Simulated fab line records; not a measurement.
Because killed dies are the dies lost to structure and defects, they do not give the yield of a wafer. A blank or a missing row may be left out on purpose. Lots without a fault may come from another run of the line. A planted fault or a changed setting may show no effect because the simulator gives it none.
Which of the tools did it? | flow n5-finfet | 9 lots, 27 wafers sampled, at 3 steps of a route of 1938

== WHAT EACH GAUGE READ, for each wafer ==
N5_BEOL_M8_THK_MEAS_53: measures by xrf.
lot  | measured     | on            | M8_THK (nm)
L216 | day 10 05:08 | film-metro-02 | 78.1 81.4 77.6
L215 | day 10 05:53 | film-metro-02 | 78.6 81.3 78.5
L217 | day 11 03:41 | film-metro-02 | 79.6 81.5 80.6
L219 | day 11 02:20 | film-metro-01 | 79.0 81.3 80.9
L221 | day 11 20:02 | film-metro-01 | 198.7 80.4 81.3
L229 | day 13 14:47 | film-metro-01 | 78.1 77.1 77.2
L230 | day 14 06:18 | film-metro-01 | 77.4 80.9 81.0
L232 | day 14 14:22 | film-metro-02 | 79.3 79.7 77.8
L236 | day 15 19:22 | film-metro-02 | 81.3 78.6 81.6

== WHICH TOOL RAN EACH LOT (tool, then ch and the chambers of the sampled wafers, then the start) ==
lot  | N5_BEOL_M8_ANNEAL_51             | N5_BEOL_M8_CMP_52
L216 | rtp-anneal-01 ch 0, day 10 04:37 | cmp-01 ch 1,2, day 10 04:52
L215 | rtp-anneal-02 ch 0, day 10 05:23 | cmp-04 ch 0,2,3, day 10 05:37
L217 | rtp-anneal-01 ch 0, day 11 03:07 | cmp-04 ch 1,2,3, day 11 03:25
L219 | rtp-anneal-02 ch 0, day 11 01:47 | cmp-04 ch 0,1,3, day 11 02:04
L221 | rtp-anneal-01 ch 0, day 11 19:26 | cmp-04 ch 0,1, day 11 19:44
L229 | rtp-anneal-02 ch 0, day 13 14:16 | cmp-01 ch 2,3, day 13 14:29
L230 | rtp-anneal-01 ch 0, day 14 05:46 | cmp-03 ch 0,1,2, day 14 06:03
L232 | rtp-anneal-02 ch 0, day 14 13:54 | cmp-01 ch 0,1,2, day 14 14:08
L236 | rtp-anneal-02 ch 0, day 15 18:46 | cmp-04 ch 0,2, day 15 19:04
- N5_BEOL_M8_ANNEAL_51: time 90 s.
- N5_BEOL_M8_CMP_52: polishes, stops on SiCOH lowk, t overpolish 6.9 s, target thk 80 nm.

== THE ANSWER, worked out from the rows above alone ==
Rule: usual is defined by the lots themselves. Put in order of their means at a reading, lots are off if they are a third of the lots or fewer, leave a main group of 4 or more, and stand apart from it by a gap of 3 or more times the standard deviation of the main group's means; of several such gaps the widest counts. The tables above print the reading to a certain number of digits; a main group whose means all agree to those digits is not used. A lot without any number at a reading at which 4 lots or more have one is off too. The other lots that the step has rows for count as sound.
Off: at N5_BEOL_M8_THK_MEAS_53 (M8_THK), L221. Mean 79.5 nm and standard deviation 0.98 in the main group.
If a tool, at a process step before that reading, ran all the lots that are off and no sound lot after the first of them, it fits. The gauges at N5_BEOL_M8_THK_MEAS_53 are tried like those tools. No candidate that was tried fits.

== WHAT HAD BEEN PUT IN BY THE SIMULATOR ==
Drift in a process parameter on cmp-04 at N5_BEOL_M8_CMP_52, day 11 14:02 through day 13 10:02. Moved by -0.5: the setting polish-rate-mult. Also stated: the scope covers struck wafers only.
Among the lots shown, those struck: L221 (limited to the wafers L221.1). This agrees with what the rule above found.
